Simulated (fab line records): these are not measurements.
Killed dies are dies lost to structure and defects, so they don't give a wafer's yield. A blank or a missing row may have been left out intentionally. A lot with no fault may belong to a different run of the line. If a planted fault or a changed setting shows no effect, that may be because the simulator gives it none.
Chamber matching -- flow n5Finfet -- N5_BEOL_M2_VIA_ETCH_34 on rieDiel-01 has 4 sister chambers
The step etches the open film in C4F6/O2, target depth 69.4 nm, time 65.9 s. 4 wafers are shown with their chamber, then 11 later ones without.

== EACH WAFER AND ITS CHAMBER ==
wafer,chamber,drypumpMotorCurrentA (A)
L078.1,2,5.0
L085.2,1,5.7
L086.2,0,6.5
L088.1,3,5.2

== WAFERS MISSING THEIR CHAMBER ==
wafer,drypumpMotorCurrentA (A)
L088.2,5.7
L088.4,5.0
L089.2,5.2
L089.3,6.5
L089.5,5.6
L093.3,6.5
L093.4,5.0
L093.5,5.6
L097.1,6.5
L097.2,5.0
L097.5,5.2

== WHICH CHAMBER EACH WENT THROUGH ==
wafer,from the rows above,in truth
L088.2,1,1
L088.4,2,2
L089.2,3,3
L089.3,0,0
L089.5,1,1
L093.3,0,0
L093.4,2,2
L093.5,1,1
L097.1,0,0
L097.2,2,2
L097.5,3,3
11 of 11 placed correctly. Can't be placed from these rows: 0. Wrongly placed: 0.
How it was worked out, from the rows above alone: a wafer's distance from a chamber is the root of the sum, over the readings, of the square of ((its reading less the chamber's mean) divided by the reading's scatter). The wafer belongs to the nearest chamber; if the next one is less than 2 further off, it can't be placed. The mean given for a chamber averages the wafers shown for that chamber. The scatter (one wafer shown for each chamber): square how far every hidden wafer sits from the nearest shown wafer, average those squares and take the square root.
